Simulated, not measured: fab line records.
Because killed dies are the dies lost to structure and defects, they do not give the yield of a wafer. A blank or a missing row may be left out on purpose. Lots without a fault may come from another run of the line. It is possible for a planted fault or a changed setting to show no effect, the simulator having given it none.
Problem report in the 8D (eight disciplines) form, filled by code :: flow n5-finfet :: the parts of the form that need people (team, actions taken, sign-off) are left out

1. THE PROBLEM
At N5_BEOL_M5_ETCH_62, rf-fwd-power-W averages 1037.3 W over 3 wafers from 2 lots, while fault-free wafers read 836.0 W, standard deviation 2.6. That is +77 standard deviations from the usual mean.
The step: etches SOC in N2/H2, target depth 75 nm, overetch 15 nm, time 112.5 s.
Earliest sighting: wafer L260.4 on rie-diel-06 at day 13 20:41. At this step, 30 wafers from 10 lots have a number in the record. Rule for "out" (also "out of limits"): further than 4 standard deviations from the usual mean. The rest of the wafers with a number are treated as sound.

2. WHAT IT IS, WHAT IT ISN'T
question: which readings at this step
is: rf-fwd-power-W, rf-vpp-V
is not: chamber-pressure-mTorr, drypump-motor-current-A, oes-product-au, showerhead-plenum-p-Torr, throttle-valve-pct

question: which lots
is: L260, L265
is not: L247, L250, L254, L258, L262, L267, L269, L270

question: which wafers of those lots
is: L260.4, L265.2, L265.6
is not: L260.1, L260.6, L265.1

question: read on which tools
is: rie-diel-06
is not: rie-diel-02, rie-diel-03

question: when
is: from day 13 20:41
is not: up to then (17 sound wafers); but 10 sound wafers of L265, L267, L269, L270 came after

3. SUSPECTS, AND WHAT RULES EACH OUT
Counting: a tool at a process step up to the reading stays a suspect if it ran every lot that is out. Sound lots after the first of them don't rule it out here, since some wafers of a struck lot are sound.
- rie-diel-06 at N5_BEOL_M5_DESCUM_16 (chemistry O2, time 7 s): kept. Every lot that is out went through it, the first being L260 (day 13 20:36); the last sound lot it ran before that was L262 (day 13 12:08).
- rie-diel-06 at N5_BEOL_M5_ETCH_62 (etches SOC in N2/H2, target depth 75 nm, overetch 15 nm, time 112.5 s): kept. Every lot that is out went through it, the first being L260 (day 13 20:41); the last sound lot it ran before that was L262 (day 13 12:13). On those wafers its own readings are out: rf-fwd-power-W, rf-vpp-V.
- The sound lot-mates ran in chamber 1 of rie-diel-06 at N5_BEOL_M5_DESCUM_16, but the wafers that are out ran in chamber 3.
- The sound lot-mates ran in chamber 1 of rie-diel-06 at N5_BEOL_M5_ETCH_62, but the wafers that are out ran in chamber 3.
The count leaves rie-diel-06 at N5_BEOL_M5_ETCH_62 and rie-diel-06 at N5_BEOL_M5_DESCUM_16.

4. THE CAUSE (what the simulator had put in)
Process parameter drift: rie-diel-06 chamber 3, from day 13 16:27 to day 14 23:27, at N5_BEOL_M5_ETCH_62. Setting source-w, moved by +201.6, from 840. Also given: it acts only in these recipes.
Counting left 2 suspects, and this tool is among them.

5. SEQUENCE OF EFFECTS, ordered by route
One row per reading whose mean, taken over the struck wafers that have a number, lies over 3 standard deviations from the usual. Scope: only readings with a usual standard deviation given in the record; hours: median across lots of the time from each lot's start at the first step in this table that gives one to its start at this step; sigmas: change in usual standard deviations.
hours: 0
step: N5_BEOL_M5_ETCH_62
reading: rf-fwd-power-W
usual: 836.0 W
on struck wafers: 1037.3
change: +201.3
sigmas: +77

hours: 0
step: N5_BEOL_M5_ETCH_62
reading: rf-vpp-V
usual: 523.5 V
on struck wafers: 487.3
change: -36.2
sigmas: -14
Here are the process steps it includes:
- N5_BEOL_M5_ETCH_62: etches SOC in N2/H2, target depth 75 nm, overetch 15 nm, time 112.5 s.
At these later measuring or inspecting steps, every struck wafer for which the step has a row has a number for every such reading, and none has moved that far: N5_BEOL_M5_CD_MEAS_18.

6. HOW IT WOULD HAVE BEEN CAUGHT EARLIER
In this record the first reading out of limits was taken at day 13 20:41, 4 hours after the fault began at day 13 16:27.
